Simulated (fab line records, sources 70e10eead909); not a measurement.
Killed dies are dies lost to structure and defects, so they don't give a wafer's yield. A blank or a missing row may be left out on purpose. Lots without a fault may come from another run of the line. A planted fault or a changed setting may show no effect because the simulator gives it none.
fab line records | flow nand_harc
record lots=12 wafers=33 last_day=27
route steps=1159 shown A_STAIRCASE@547 END@1159
lots that met no fault: from a run of the same line without faults
start_h: hours from the record's first day to the start of the lot's first wafer shown | wait_h: hours since the lot's step before | " the same as in the row above | L1.1+2: a row that stands for several wafers | - no value, or no start given | * or withheld: withheld | < > ~ a bound
route shown NAME@n: a module of which the file shows steps, and the number in the route of the first | usual: mean/standard deviation of fault-free wafers | same: alike in all rows | chamber/n: place in a boat | sites: the reading at each site | _std_site: their standard deviation | _edge_site: outer sites' mean less inner sites' | radius_mm: how far each site lies from the wafer's centre | mask NAME#n: copy n | behind: the tool/chamber that last shaped the wafer | hold: why the lot was held/for how many hours/how that ended | device: the transistor (n, p or np) that didn't switch | end of line: the same wafers' tests at the end of the route | a step without rows: its recipe alone | killed: dies lost to structure and defects at the first sort, not the wafer's yield | map: a wafer's dies, x killed, . not, _ none there
set.NAME: the setting as run; set.NAME@STEP: as run at that earlier step | model.NAME: the simulator's own value behind a step, which no gauge read
steps of the route over a sample of lots; a table a step, a row a wafer
services: from which hour (start_h, from the record's first day; less than 0 if before it) a tool's chamber was out of use, for how many hours, and why
## steps
# step NHARC_A_STAIRCASE_DESCUM_11
# recipe time_s=3 o2_flow_sccm=200 ar_flow_sccm=0 bias_power_w=0 chemistry=O2
# usual drypump_motor_current_A=5.8/0.44 oes_product_au=1.000/0.01 rf_vpp_V=57.9/0.95 showerhead_plenum_p_Torr=1.93/0.087 throttle_valve_pct=11.310/0.0082
# columns lot.wafer tool chamber start_h wait_h drypump_motor_current_A oes_product_au rf_hours_counter_h rf_vpp_V showerhead_plenum_p_Torr throttle_valve_pct
L825.1 rie_diel-11 2 298.90 - 5.9 0.984 24 57.0 1.79 11.317
L825.3 " 0 " " 6.1 0.999 25 58.3 2.07 11.312
L825.6 " 2 " " 5.9 0.982 - 58.5 1.79 11.318
L824.1 rie_diel-04 3 299.12 - 5.1 0.994 0 57.9 2.06 11.319
L824.4 " 1 " " 5.4 0.992 - 57.9 1.95 11.290
L824.6 " 3 " " 5.1 0.983 - 58.8 2.06 11.320
L821.1 rie_diel-11 2 302.48 - 5.9 0.983 25 56.1 1.79 11.299
L821.5 " 2 " " 5.9 0.999 - 57.5 1.79 11.317
L821.6 " 3 " " 5.3 0.991 - 57.7 1.95 11.310
L823.2 rie_diel-11 3 306.73 - 5.3 1.007 29 58.9 1.95 11.309
L823.1 " 1 " " 5.8 1.015 21 57.9 1.98 11.306
L823.6 " 3 " " 5.3 1.000 - 58.4 1.95 11.314
L822.2 rie_diel-11 3 306.91 - 5.3 1.000 29 58.5 1.95 11.308
L822.1 " 0 " " 6.1 1.002 29 58.6 2.07 11.316
L822.5 " 1 " " 5.8 1.013 - 58.5 1.98 11.300
L827.4 rie_diel-05 1 312.04 - 6.1 1.012 34 59.6 1.88 11.322
L827.5 " 3 " " 5.5 0.999 - 56.9 1.84 11.306
L827.6 " 0 " " 5.2 1.020 - 59.2 1.93 11.315
L826.4 rie_diel-04 1 312.45 - 5.4 0.992 7 58.4 1.95 11.311
L826.6 " 1 " " 5.4 1.003 - 58.2 1.95 11.314
L826.5 " 2 " " 6.5 1.002 - 58.5 1.94 11.308
L835.2 rie_diel-11 3 331.23 - 5.3 0.992 45 57.4 1.95 11.305
L835.1 " 2 " " 5.9 0.977 40 54.9 1.79 11.314
L837.1 rie_diel-11 2 335.20 - 5.8 0.975 42 56.5 1.79 11.295
L839.1 rie_diel-04 3 335.41 - 5.1 1.001 22 59.3 2.05 11.313
L839.2 " 1 " " 5.4 1.000 22 57.4 1.95 11.292
L839.6 " 3 " " 5.1 0.982 - 58.1 2.05 11.312
L840.2 rie_diel-11 2 346.65 - 5.9 0.980 50 56.2 1.78 11.330
L840.1 " 0 " " 6.1 1.010 56 59.1 2.06 11.309
L840.6 " 3 " " 5.3 0.996 - 58.8 1.95 11.304
L841.1 rie_diel-04 1 350.61 - 5.4 1.006 33 57.7 1.94 11.304
L841.3 " 0 " " 6.4 1.012 33 57.4 1.83 11.308
L841.6 " 2 " " 6.4 1.000 - 57.8 1.94 11.313
# step NHARC_A_STAIRCASE_ETCH_15
# recipe target_depth_a=1000 time_s=40.5 ion_energy_ev=400 c4f8_flow_sccm=20 o2_flow_sccm=10 ar_flow_sccm=withheld rf_w=600 bias_w=1000 chemistry=C4F8/O2
# usual oes_product_au=0.935/0.012 rf_vpp_V=897/5.5
# columns lot.wafer tool chamber start_h wait_h oes_product_au rf_hours_counter_h rf_vpp_V
L825.3 rie_diel-11 1 - - 0.958 18 901
L825.1 " 2 " " 0.931 24 888
L825.6 " 2 " " 0.932 - 889
L824.1 rie_diel-04 1 - - 0.938 1 899
L824.6 " 1 " " 0.946 - 899
L824.4 " 3 " " 0.932 - 906
L821.1 rie_diel-11 0 - - 0.933 26 904
L821.6 " 3 " " 0.913 - 899
L821.5 " 0 " " 0.923 - 904
L823.2 rie_diel-11 1 - - 0.934 22 901
L823.1 " 3 " " 0.931 29 898
L823.6 " 1 " " 0.925 - 901
L822.2 rie_diel-11 0 - - 0.936 29 904
L822.1 " 1 " " 0.952 22 900
L822.5 " 3 " " 0.918 - 899
L827.4 rie_diel-05 0 - - 0.934 34 897
L827.6 " 2 " " 0.921 - 900
L827.5 " 3 " " 0.933 - 891
L826.4 rie_diel-04 0 - - 0.940 8 890
L826.5 " 0 " " 0.951 - 892
L826.6 " 1 " " 0.940 - 898
L835.2 rie_diel-11 3 - - 0.932 45 897
L835.1 " 0 " " 0.933 46 907
L837.1 rie_diel-11 0 - - 0.949 48 904
L839.2 rie_diel-04 3 - - 0.918 22 904
L839.1 " 1 " " 0.938 22 897
L839.6 " 2 " " 0.940 - 897
L840.1 rie_diel-11 3 - - 0.916 56 899
L840.2 " 1 " " 0.934 45 900
L840.6 " 2 " " 0.927 - 886
L841.1 rie_diel-04 0 - - 0.946 34 889
L841.3 " 2 " " 0.934 29 897
L841.6 " 0 " " 0.947 - 890
# step NHARC_A_STAIRCASE_TRIM_26
# recipe time_s=211.2 o2_flow_sccm=500 ar_flow_sccm=0 bias_w=0 chemistry=O2
# usual drypump_motor_current_A=5.8/0.51 oes_product_au=1.001/0.0097 rf_vpp_V=57.9/0.93 run_length_s=232.5/0.39 showerhead_plenum_p_Torr=3.56/0.15 throttle_valve_pct=17.036/0.0083
# columns lot.wafer tool chamber start_h wait_h drypump_motor_current_A oes_product_au rf_hours_counter_h rf_vpp_V run_length_s showerhead_plenum_p_Torr throttle_valve_pct
L825.3 rie_diel-05 2 301.00 - 6.5 0.987 32 57.6 232.5 3.67 17.020
L825.1 " 3 " " 5.5 1.007 31 57.3 232.5 3.40 17.030
L825.6 " 2 " " 6.5 0.999 - 59.3 232.4 3.67 17.031
L824.1 rie_diel-04 1 302.12 - 5.4 1.012 2 58.2 233.0 3.59 17.031
L824.4 " 0 " " 6.5 1.027 - 57.5 232.3 3.41 17.042
L824.6 " 1 " " 5.4 1.011 - 57.8 233.1 3.59 17.026
L821.1 rie_diel-04 2 305.03 - 6.4 1.012 1 57.0 232.7 3.58 17.030
L821.5 " 3 " " 5.1 1.001 - 58.8 232.9 3.78 17.025
L821.6 " 0 " " 6.4 1.018 - 58.4 232.5 3.41 17.033
L823.2 rie_diel-05 2 309.27 - 6.5 0.981 36 57.3 232.5 3.67 17.031
L823.1 " 3 " " 5.5 1.005 36 56.9 232.2 3.40 17.031
L823.6 " 1 " " 6.1 1.002 - 57.6 232.8 3.47 17.034
L822.1 rie_diel-05 1 309.45 - 6.1 1.006 33 58.5 232.8 3.47 17.052
L822.2 " 2 " " 6.5 0.982 36 59.1 232.4 3.67 17.035
L822.5 " 3 " " 5.5 0.992 - 55.7 232.5 3.40 17.027
L827.4 rie_diel-05 2 315.21 - 6.4 0.986 39 58.4 232.8 3.67 17.038
L827.5 " 3 " " 5.5 1.011 - 57.5 232.4 3.40 17.054
L827.6 " 0 " " 5.3 1.006 - 57.0 232.5 3.55 17.049
L826.4 rie_diel-04 3 315.83 - 5.1 0.991 10 58.2 232.7 3.78 17.028
L826.6 " 3 " " 5.1 0.994 - 58.6 232.6 3.78 17.050
L826.5 " 0 " " 6.4 1.003 - 59.3 232.6 3.41 17.044
L835.1 rie_diel-04 0 334.50 - 6.5 0.997 22 57.8 149.6 3.40 17.023
L835.2 " 1 " " 5.4 0.999 21 59.0 233.1 3.58 17.036
L837.1 rie_diel-04 0 337.88 - 6.4 1.014 25 57.2 149.7 3.40 17.055
L839.2 rie_diel-11 0 338.76 - 6.1 0.995 50 57.6 232.6 3.78 17.036
L839.1 " 3 " " 5.3 1.001 50 57.8 232.9 3.59 17.039
L839.6 " 0 " " 6.1 0.995 - 58.0 233.2 3.78 17.028
L840.2 rie_diel-05 3 351.76 - 5.5 1.003 1 56.6 232.5 3.39 17.040
L840.1 " 0 " " 5.3 1.011 1 58.2 232.8 3.54 17.023
L840.6 " 1 " " 6.1 1.013 - 58.2 232.6 3.46 17.029
L841.3 rie_diel-11 2 352.91 - 5.9 0.976 54 57.8 232.2 3.31 17.042
L841.1 " 1 " " 5.9 1.004 47 56.5 231.8 3.63 17.045
L841.6 " 2 " " 5.9 0.980 - 57.3 231.5 3.31 17.046
# step NHARC_A_STAIRCASE_DESCUM_186
# recipe time_s=3 o2_flow_sccm=200 ar_flow_sccm=0 bias_power_w=0 chemistry=O2
# usual drypump_motor_current_A=5.8/0.49 oes_product_au=0.999/0.0083 rf_vpp_V=57.8/0.94 showerhead_plenum_p_Torr=1.93/0.081 throttle_valve_pct=11.310/0.0092
# columns lot.wafer tool chamber start_h wait_h drypump_motor_current_A oes_product_au rf_hours_counter_h rf_vpp_V showerhead_plenum_p_Torr throttle_valve_pct
L825.3 rie_diel-05 3 303.04 - 5.5 0.996 32 56.7 1.84 11.316
L825.1 " 0 " " 5.3 0.996 30 58.9 1.93 11.308
L825.6 " 3 " " 5.5 0.998 - 57.0 1.84 11.295
L824.1 rie_diel-05 3 303.99 - 5.5 0.995 33 58.1 1.84 11.317
L824.4 " 3 " " 5.5 0.994 - 58.6 1.84 11.306
L824.6 " 0 " " 5.2 0.996 - 56.9 1.93 11.305
L821.1 rie_diel-05 2 307.03 - 6.4 0.994 35 59.8 1.99 11.312
L821.5 " 3 " " 5.5 1.003 - 56.0 1.84 11.320
L821.6 " 0 " " 5.2 1.003 - 59.3 1.93 11.316
L823.2 rie_diel-11 3 311.10 - 5.3 0.990 31 60.0 1.95 11.300
L823.1 " 2 " " 5.9 0.984 30 56.6 1.79 11.307
L823.6 " 3 " " 5.3 0.995 - 58.0 1.95 11.317
L822.2 rie_diel-04 0 311.73 - 6.4 1.011 7 58.6 1.84 11.305
L822.1 " 3 " " 5.1 0.991 7 59.4 2.06 11.315
L822.5 " 1 " " 5.4 1.007 - 58.3 1.95 11.327
L827.4 rie_diel-05 1 317.06 - 6.1 1.004 37 56.2 1.88 11.302
L827.6 " 2 " " 6.5 1.006 - 57.5 1.99 11.315
L827.5 " 3 " " 5.5 1.006 - 56.7 1.84 11.297
L826.4 rie_diel-05 2 317.70 - 6.5 0.992 41 57.4 1.99 11.310
L826.5 " 3 " " 5.5 1.004 - 58.0 1.84 11.303
L826.6 " 0 " " 5.3 1.003 - 57.0 1.92 11.312
L835.2 rie_diel-04 0 339.20 - 6.4 1.006 24 57.4 1.84 11.326
L835.1 " 1 " " 5.4 0.997 23 56.1 1.94 11.321
L839.1 rie_diel-11 0 341.50 - 6.1 1.004 53 58.7 2.06 11.300
L839.2 " 1 " " 5.8 0.999 40 57.2 1.97 11.321
L839.6 " 0 " " 6.1 1.005 - 57.7 2.06 11.308
L837.1 rie_diel-11 2 349.19 - 5.9 0.974 46 57.2 1.79 11.328
L840.2 rie_diel-04 2 353.58 - 6.4 0.993 30 58.5 1.93 11.305
L840.1 " 3 " " 5.1 0.993 34 58.2 2.05 11.298
L840.6 " 1 " " 5.4 0.991 - 57.3 1.94 11.314
L841.3 rie_diel-04 0 354.90 - 6.4 1.005 36 58.1 1.83 11.302
L841.1 " 2 " " 6.4 1.005 30 56.8 1.93 11.308
L841.6 " 3 " " 5.1 0.996 - 57.6 2.05 11.315
# step NHARC_END_SORT_01
# recipe temp_c=25
# usual killed_at_array=29/11 killed_at_other=0.5/0.85 killed_at_periphery=3.0/2.3 killed_dies=33/12 killed_open=3.3/1.9 killed_short=2.0/1.5
# same gross_dies=677
# columns lot.wafer tool chamber start_h wait_h hold killed_at_array killed_at_other killed_at_periphery killed_dies killed_open killed_short
L824.1 prober-02 0 568.43 2.5 - 16 0 0 16 1 1
L824.4 prober-02 0 570.85 3.4 - 25 0 1 26 2 3
L824.6 prober-02 0 572.46 4.0 - 18 0 1 19 3 2
L821.1 prober-01 0 572.20 2.5 - 21 1 3 25 3 1
L821.5 prober-01 0 575.39 3.7 - 32 0 3 35 8 1
L821.6 prober-01 0 576.18 4.0 - 30 0 1 31 3 1
L825.1 prober-02 0 576.26 2.5 - 20 0 2 22 2 1
L825.3 prober-02 0 577.88 3.1 - 13 0 4 17 3 1
L825.6 prober-02 0 580.30 4.0 - 27 0 1 28 2 3
L822.1 prober-01 0 579.98 2.5 - 41 0 4 45 1 3
L822.2 prober-01 0 580.78 2.8 - 33 0 3 36 4 1
L822.5 prober-01 0 583.15 3.7 - 53 0 7 60 6 2
L823.1 prober-02 0 584.09 2.5 - 11 0 1 12 3 4
L823.2 prober-02 0 584.88 2.8 - 14 0 2 16 3 2
L823.6 prober-02 0 588.05 4.0 - 9 0 2 11 3 0
L827.4 prober-01 0 597.94 3.4 - 26 4 3 33 1 1
L827.5 prober-01 0 598.73 3.7 - 29 3 1 33 2 2
L827.6 prober-01 0 599.52 3.9 - 24 2 4 30 2 2
L826.4 prober-02 0 602.14 3.4 - 21 0 6 27 3 6
L826.5 prober-02 0 602.95 3.8 - 16 0 2 18 2 0
L826.6 prober-02 0 603.76 4.1 - 27 2 7 36 9 3
L835.1 prober-01 0 618.65 2.5 await_dispo/6.1h/release 671 0 4 675 3 4
L835.2 prober-01 0 619.46 2.8 await_dispo/6.1h/release 39 1 4 44 2 1
L840.1 prober-02 0 630.93 2.5 - 43 1 0 44 2 1
L840.2 prober-02 0 631.72 2.8 - 29 0 3 32 2 4
L840.6 prober-02 0 634.90 4.0 - 44 1 2 47 1 5
L839.1 prober-02 0 638.68 2.5 - 16 0 3 19 1 1
L839.2 prober-02 0 639.48 2.8 - 17 0 0 17 3 0
L839.6 prober-02 0 642.69 4.0 - 15 0 2 17 2 4
L841.1 prober-02 0 646.52 2.5 - 32 0 4 36 2 1
L841.3 prober-02 0 648.10 3.1 - 25 0 2 27 7 2
L841.6 prober-02 0 650.48 4.0 - 26 0 2 28 3 0
L837.1 prober-01 0 649.98 2.5 await_dispo/2.4h/release 672 1 3 676 7 1
# killed by level:class
L824.1 A_CHANNEL_HOLE_D1:chamber_film_flake=13 A_WL_FILL:geometric_particle:open=1 A_M0:geometric_particle:short=1 A_STAIRCASE:chamber_film_flake=1
L824.4 A_CHANNEL_HOLE_D1:chamber_film_flake=16 A_ZERO_WELL:chamber_film_flake=2 A_CHANNEL_FILL_D1:geometric_particle:short=1 A_SGD_CUT:geometric_particle:open=1 A_SGD_CUT:geometric_particle:short=1 A_CONTACT:geometric_particle:short=1 A_BLC:geometric_particle:open=1 P_ZERO_WELL:chamber_film_flake=1
L821.1 A_SLIT:chamber_film_flake=9 A_CONTACT:chamber_film_flake=5 P_ZERO_WELL:chamber_film_flake=2 A_CHANNEL_HOLE_D1:chamber_film_flake=2 P_CONTACT:geometric_particle:open=1 A_WL_FILL:geometric_particle:open=1 A_CONTACT:geometric_particle:open=1 A_CONTACT:geometric_particle:short=1
L824.6 A_CHANNEL_HOLE_D1:chamber_film_flake=12 A_CHANNEL_FILL_D1:geometric_particle:short=2 P_CONTACT:geometric_particle:open=1 A_CHANNEL_FILL_D1:geometric_particle:open=1 A_WL_FILL:geometric_particle:open=1 A_STAIRCASE:chamber_film_flake=1 A_CONTACT:chamber_film_flake=1
L821.5 A_SLIT:chamber_film_flake=10 A_CONTACT:chamber_film_flake=10 A_CONTACT:geometric_particle:open=3 A_CHANNEL_HOLE_D1:chamber_film_flake=3 P_GATE:geometric_particle:open=1 P_CONTACT:geometric_particle:open=1 A_SOURCE_PLATE:geometric_particle:open=1 A_ONON_D1:geometric_particle:open=1
L821.6 A_SLIT:chamber_film_flake=18 A_CHANNEL_HOLE_D1:chamber_film_flake=3 A_STAIRCASE:chamber_film_flake=2 A_CONTACT:chamber_film_flake=2 P_M0:geometric_particle:open=1 A_CHANNEL_HOLE_D1:geometric_particle:open=1 A_CONTACT:geometric_particle:short=1 A_BLC:geometric_particle:open=1
L825.1 A_CONTACT:chamber_film_flake=7 A_CHANNEL_HOLE_D1:chamber_film_flake=5 A_BLC:chamber_film_flake=4 A_WL_FILL:chamber_film_flake=2 P_CONTACT:geometric_particle:open=1 A_CONTACT:geometric_particle:short=1 A_M1:geometric_particle:open=1 P_GATE:chamber_film_flake=1
L825.3 A_CHANNEL_HOLE_D1:chamber_film_flake=4 A_CONTACT:chamber_film_flake=3 A_BLC:chamber_film_flake=3 P_STI:chamber_film_flake=2 P_GATE:geometric_particle:open=1 A_CHANNEL_HOLE_D1:geometric_particle:short=1 A_WL_FILL:geometric_particle:open=1 A_CONTACT:geometric_particle:open=1
L822.1 A_SLIT:chamber_film_flake=16 A_CHANNEL_HOLE_D1:chamber_film_flake=15 A_CONTACT:chamber_film_flake=3 A_STAIRCASE:chamber_film_flake=3 A_M1:chamber_film_flake=2 P_GATE:geometric_particle:short=1 P_GATE:geometric_particle:open=1 A_SOURCE_PLATE:geometric_particle:short=1
L825.6 A_CHANNEL_HOLE_D1:chamber_film_flake=8 A_CONTACT:chamber_film_flake=7 A_BLC:chamber_film_flake=6 A_CHANNEL_FILL_D1:geometric_particle:short=2 A_SLIT:geometric_particle:open=1 A_CONTACT:geometric_particle:short=1 A_M0:geometric_particle:open=1 P_GATE:chamber_film_flake=1
L822.2 A_CHANNEL_HOLE_D1:chamber_film_flake=11 A_SLIT:chamber_film_flake=11 A_CONTACT:chamber_film_flake=4 A_CONTACT:geometric_particle:open=2 A_STAIRCASE:chamber_film_flake=2 P_GATE:geometric_particle:open=1 A_CHANNEL_FILL_D1:geometric_particle:open=1 A_CHANNEL_FILL_D1:geometric_particle:short=1
L822.5 A_CHANNEL_HOLE_D1:chamber_film_flake=18 A_SLIT:chamber_film_flake=18 A_CONTACT:chamber_film_flake=6 A_STAIRCASE:chamber_film_flake=3 A_BLC:geometric_particle:open=2 P_GATE:chamber_film_flake=2 A_M1:chamber_film_flake=2 P_GATE:geometric_particle:open=1
L823.1 A_CONTACT:chamber_film_flake=3 A_WL_FILL:geometric_particle:short=2 A_CHANNEL_HOLE_D1:chamber_film_flake=2 P_STI:geometric_particle:open=1 A_ONON_D1:geometric_particle:short=1 A_CHANNEL_FILL_D1:geometric_particle:open=1 A_CHANNEL_FILL_D1:geometric_particle:short=1 A_M0:geometric_particle:open=1
L823.2 A_CONTACT:chamber_film_flake=5 A_CHANNEL_HOLE_D1:chamber_film_flake=3 A_CONTACT:geometric_particle:open=2 P_GATE:geometric_particle:short=1 A_WL_FILL:geometric_particle:short=1 A_WL_FILL:geometric_particle:open=1 P_STI:chamber_film_flake=1 A_STAIRCASE:chamber_film_flake=1
L823.6 A_CHANNEL_HOLE_D1:chamber_film_flake=5 A_CONTACT:chamber_film_flake=3 P_CONTACT:geometric_particle:open=1 P_M0:geometric_particle:open=1 A_CHANNEL_HOLE_D1:geometric_particle:open=1
L827.4 A_CHANNEL_HOLE_D1:chamber_film_flake=17 A_SLIT:chamber_film_flake=5 THIN_TSV:chamber_film_flake=3 P_STI:chamber_film_flake=2 A_WL_FILL:chamber_film_flake=2 A_CHANNEL_HOLE_D1:geometric_particle:open=1 A_CONTACT:geometric_particle:short=1 P_ZERO_WELL:chamber_film_flake=1
L827.5 A_CHANNEL_HOLE_D1:chamber_film_flake=17 A_STAIRCASE:chamber_film_flake=3 A_CONTACT:chamber_film_flake=3 THIN_TSV:chamber_film_flake=3 A_CHANNEL_FILL_D1:geometric_particle:open=1 A_SGD_CUT:geometric_particle:short=1 A_CONTACT:geometric_particle:open=1 A_M0:geometric_particle:short=1
L827.6 A_CHANNEL_HOLE_D1:chamber_film_flake=13 A_CONTACT:chamber_film_flake=4 P_STI:chamber_film_flake=2 A_SLIT:chamber_film_flake=2 THIN_TSV:chamber_film_flake=2 P_GATE:geometric_particle:short=1 A_SOURCE_PLATE:geometric_particle:short=1 A_CHANNEL_FILL_D1:geometric_particle:open=1
L826.4 A_CHANNEL_HOLE_D1:chamber_film_flake=4 A_WL_FILL:geometric_particle:short=3 P_ZERO_WELL:chamber_film_flake=3 A_CONTACT:chamber_film_flake=3 A_CHANNEL_FILL_D1:geometric_particle:short=2 A_CONTACT:geometric_particle:open=2 P_M1:chamber_film_flake=2 A_CHANNEL_FILL_D1:chamber_film_flake=2
L826.5 A_CHANNEL_HOLE_D1:chamber_film_flake=7 A_STAIRCASE:chamber_film_flake=3 P_ZERO_WELL:chamber_film_flake=2 A_SGD_CUT:chamber_film_flake=2 A_CHANNEL_FILL_D1:geometric_particle:open=1 A_CONTACT:geometric_particle:open=1 A_WL_FILL:chamber_film_flake=1 A_CONTACT:chamber_film_flake=1
L826.6 A_CHANNEL_HOLE_D1:chamber_film_flake=7 A_CONTACT:geometric_particle:open=4 P_ZERO_WELL:chamber_film_flake=4 A_CONTACT:chamber_film_flake=4 A_CHANNEL_FILL_D1:chamber_film_flake=3 A_SGD_CUT:chamber_film_flake=3 A_ONON_D1:geometric_particle:short=2 A_CHANNEL_FILL_D1:geometric_particle:open=2
L835.1 A_STAIRCASE:area_trim=635 A_SLIT:chamber_film_flake=19 A_CHANNEL_HOLE_D1:chamber_film_flake=6 A_M0:chamber_film_flake=3 A_CHANNEL_HOLE_D1:geometric_particle:short=2 A_CONTACT:geometric_particle:open=2 P_STI:chamber_film_flake=2 P_M1:geometric_particle:short=1
L835.2 A_SLIT:chamber_film_flake=24 A_CHANNEL_HOLE_D1:chamber_film_flake=8 A_CONTACT:chamber_film_flake=3 P_M0:geometric_particle:open=2 A_STAIRCASE:chamber_film_flake=2 A_M0:chamber_film_flake=2 P_CONTACT:geometric_particle:short=1 P_STI:chamber_film_flake=1
L840.1 A_CHANNEL_HOLE_D1:chamber_film_flake=33 A_STAIRCASE:chamber_film_flake=3 A_WL_FILL:chamber_film_flake=2 A_CONTACT:chamber_film_flake=2 A_ONON_D1:geometric_particle:open=1 A_WL_FILL:geometric_particle:short=1 A_M1:geometric_particle:open=1 THIN_TSV:chamber_film_flake=1
L840.2 A_CHANNEL_HOLE_D1:chamber_film_flake=19 A_WL_FILL:chamber_film_flake=4 A_CONTACT:chamber_film_flake=2 P_GATE:geometric_particle:short=1 P_CONTACT:geometric_particle:open=1 A_ONON_D1:geometric_particle:short=1 A_CHANNEL_HOLE_D1:geometric_particle:open=1 A_CHANNEL_FILL_D1:geometric_particle:short=1
L840.6 A_CHANNEL_HOLE_D1:chamber_film_flake=22 A_STAIRCASE:chamber_film_flake=10 A_WL_FILL:chamber_film_flake=3 A_CONTACT:chamber_film_flake=3 A_WL_FILL:geometric_particle:short=2 P_M1:geometric_particle:short=1 A_SOURCE_PLATE:geometric_particle:short=1 A_CONTACT:geometric_particle:open=1
L839.1 A_BONDPAD:chamber_film_flake=6 A_CHANNEL_HOLE_D1:chamber_film_flake=5 A_STAIRCASE:chamber_film_flake=3 P_M1:geometric_particle:short=1 A_M0:geometric_particle:open=1 P_GATE:chamber_film_flake=1 P_M2:chamber_film_flake=1 A_BLC:chamber_film_flake=1
L839.2 A_CHANNEL_HOLE_D1:chamber_film_flake=9 A_STAIRCASE:chamber_film_flake=3 A_CONTACT:geometric_particle:open=2 A_BONDPAD:chamber_film_flake=2 A_SOURCE_PLATE:geometric_particle:open=1
L839.6 A_CHANNEL_HOLE_D1:chamber_film_flake=6 A_CHANNEL_FILL_D1:geometric_particle:short=2 A_BONDPAD:chamber_film_flake=2 P_CONTACT:geometric_particle:short=1 A_ONON_D1:geometric_particle:short=1 A_M0:geometric_particle:open=1 A_M1:geometric_particle:open=1 P_GATE:chamber_film_flake=1
L841.1 A_STAIRCASE:chamber_film_flake=11 A_CHANNEL_HOLE_D1:chamber_film_flake=7 A_CHANNEL_FILL_D1:chamber_film_flake=3 A_BLC:chamber_film_flake=3 P_M2:chamber_film_flake=2 A_WL_FILL:chamber_film_flake=2 P_CONTACT:geometric_particle:open=1 A_CHANNEL_HOLE_D1:geometric_particle:short=1
L841.3 A_STAIRCASE:chamber_film_flake=8 A_CHANNEL_HOLE_D1:chamber_film_flake=5 A_BLC:chamber_film_flake=4 A_CONTACT:geometric_particle:open=2 A_M1:geometric_particle:open=2 P_BONDPAD:geometric_particle:open=1 A_ONON_D1:geometric_particle:open=1 A_CHANNEL_FILL_D1:geometric_particle:short=1
L837.1 A_STAIRCASE:area_trim=643 A_CHANNEL_HOLE_D1:chamber_film_flake=19 A_CONTACT:chamber_film_flake=3 A_CONTACT:geometric_particle:open=2 A_M0:geometric_particle:open=2 A_SLIT:chamber_film_flake=2 P_CONTACT:geometric_particle:open=1 P_M1:geometric_particle:open=1
L841.6 A_STAIRCASE:chamber_film_flake=7 A_CHANNEL_HOLE_D1:chamber_film_flake=6 A_WL_FILL:chamber_film_flake=4 A_CONTACT:chamber_film_flake=3 A_WL_FILL:geometric_particle:open=2 A_BLC:chamber_film_flake=2 A_CONTACT:geometric_particle:open=1 P_M0:chamber_film_flake=1
## services
# columns tool chamber start_h hours kind
rie_diel-04 - 289.00 9.0 pm
rie_diel-04 0 289.00 9.0 vent_cycle
rie_diel-04 1 289.00 9.0 vent_cycle
rie_diel-04 2 289.00 14.0 vent_cycle
rie_diel-04 3 289.00 9.0 vent_cycle
rie_diel-11 0 296.68 - clean
rie_diel-11 1 296.68 - clean
rie_diel-11 2 296.68 - clean
rie_diel-11 3 296.68 - clean
rie_diel-04 0 298.00 - clean
rie_diel-04 1 298.00 - clean
rie_diel-04 3 298.00 - clean
rie_diel-05 1 303.01 3.9 repair
rie_diel-11 1 307.64 8.5 repair
rie_diel-11 0 321.24 - clean
rie_diel-11 1 321.24 - clean
rie_diel-11 2 321.24 - clean
rie_diel-11 3 321.24 - clean
rie_diel-04 0 322.52 - clean
rie_diel-05 - 341.18 9.0 pm
rie_diel-11 0 345.77 - clean
rie_diel-11 1 345.77 - clean
rie_diel-11 2 345.77 - clean
rie_diel-11 3 345.77 - clean
## key
first_sign step=NHARC_A_STAIRCASE_TRIM_26 reading=run_length_s direction=down sigmas=99+ usual=* struck=*
effect step=NHARC_END_SORT_01 reading=killed_at_array direction=up sigmas=59 usual=29 struck=672
more_kills_born_at NHARC_A_STAIRCASE_TRIM_26@rie_diel-04=1278
met_at NHARC_A_STAIRCASE_TRIM_26
struck_lots L835,L837
struck_wafers L835.1,L837.1
later_rows_left_out L835.1,L837.1
tester_left_out L835,L837
not_acting_at NHARC_A_STAIRCASE_DESCUM_11,NHARC_A_STAIRCASE_ETCH_15,NHARC_A_STAIRCASE_DESCUM_186
onset_between 315.83 334.50
fault kind=process_parameter_drift tool=rie_diel-04 chamber=0 onset_h=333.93 steps=NHARC_A_STAIRCASE_TRIM_26 channel=time_s offset=* shape=step end_h=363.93 acts_in=* stated=*
# tester_left_out: of these lots the tester's yield and bins aren't shown, on N5 and GAA mostly nor the transistor test; their killed dies are dies lost to structure and defects alone, not to doping, threshold or leakage, so they don't give the yield
# later_rows_left_out: the simulator's readings of these wafers behind a module that went badly wrong aren't trusted and aren't shown, but for the sort
